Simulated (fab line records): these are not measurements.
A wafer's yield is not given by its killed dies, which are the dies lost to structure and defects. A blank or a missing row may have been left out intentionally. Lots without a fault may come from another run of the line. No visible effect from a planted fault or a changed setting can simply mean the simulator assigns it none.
Comparing a struck lot with a sound one / flow nand harc / 13 out of 1302 route steps
Sound: wafers L776.3, L776.4, L776.5. Struck: wafer L791.1 (L791.2, L791.3, from the same lot, were not struck and are left out); the cause is given at the end.
Per side, at each step with rows, come the tool, then ch with its chambers, and then its first start. Under that, the readings that differ: sound wafers / struck wafers / difference of the means / sigmas: that difference in standard deviations of wafers without a fault.
alike: readings whose means differ by less than 2 such deviations, and words and numbers that are the same on both sides. not compared: withheld readings, readings that some wafer has no value for, bounds like >300 that may hide the same value, and numbers for which the record gives no deviation and whose values overlap.
Wherever a step has rows on one side only, a row that says differs or no value, or a row with sigmas, the two part there. Numbers that don't overlap but have no deviation are shown without sigmas and don't part them. Lack of a reading on every wafer of one side parts them only where that side has two or more wafers.

NHARC_A_BONDPAD_DEGAS_25: time 60 s.
  sound: pvd sputter-01 at day 25 05:51; struck: pvd sputter-02 at day 30 19:25
  alike: heater power w
NHARC_A_BONDPAD_PRE_CLEAN_26: time 30 s.
  sound on pvd sputter-01; struck on pvd sputter-02
  alike: heater power w
NHARC_A_BONDPAD_PVD_17: deposits TaN, target thk 5 nm, time 8.06 s.
  sound on pvd sputter-01; struck on pvd sputter-02
  alike: cathode dc power W, chamber pressure pa, throttle valve pct
NHARC_A_BONDPAD_PVD_27: deposits Cu, target thk 30 nm, time 20.49 s.
  sound on pvd sputter-01; struck on pvd sputter-02
reading=throttle valve pct (%); sound=28.7 29.8 28.5; struck=32.3; difference=+3.3; sigmas=+3
  alike: cathode dc power W, chamber pressure pa
then, 1 step without rows for these wafers: NHARC_A_BONDPAD_ECD_18 (material Cu, target thk 400 nm).
NHARC_A_BONDPAD_ANNEAL_28: time 90 s.
  sound on rtp anneal-01 ch 0, day 25 06:42; struck on rtp anneal-02 ch 0, day 30 20:10
  alike: wafer_temp_C_max
then, 1 step without rows for these wafers: NHARC_A_BONDPAD_CMP_19 (polishes, t overpolish 30 s, cu recess touch 16 s, target thk 169.82 nm).
NHARC_A_BONDPAD_THK_MEAS_20: measures by xrf.
  sound: film metro-02 at day 25 07:16; struck: film metro-02 at day 30 20:49
  alike: thk nm
then, 1 step without rows for these wafers: NHARC_A_BONDPAD_SRD_21 (time 30 s, dry time 20 s).
NHARC_A_BONDPAD_INSPECT_23:
  sound: defect inspect-01 at day 25 07:29; struck: defect inspect-01 at day 30 21:02
  alike: raw defect count
NHARC_HYBRID_BOND_ACTIVATE_00: chemistry N2, time 60 s.
  sound on rie diel-13 ch 0,1,3, day 25 07:35; struck on rie diel-13 ch 1, day 30 21:05
reading=run length s (s); sound=81.4 81.6 81.1; struck=68.6; difference=-12.8; sigmas=-31
  alike: drypump motor current A, oes product au, rf vpp V, showerhead plenum p Torr
  not compared: rf hours counter h
then, 1 step without rows for these wafers: NHARC_HYBRID_BOND_PRECLEAN_01 (cleans in DIW, time 300 s).
NHARC_END_SORT_01:
  sound on prober-02 ch 0, day 26 12:26; struck on prober-02 ch 0, day 32 02:01
reading=killed at periphery; sound=7 9 5; struck=13; difference=+6; sigmas=+2
  alike: defect limited yield, killed at array, killed at other, killed dies, killed open, killed short

## WHERE THEY PART
At NHARC_A_BONDPAD_PVD_27 first; at NHARC_END_SORT_01 last (within this record only).

WHY: what the simulator had put in
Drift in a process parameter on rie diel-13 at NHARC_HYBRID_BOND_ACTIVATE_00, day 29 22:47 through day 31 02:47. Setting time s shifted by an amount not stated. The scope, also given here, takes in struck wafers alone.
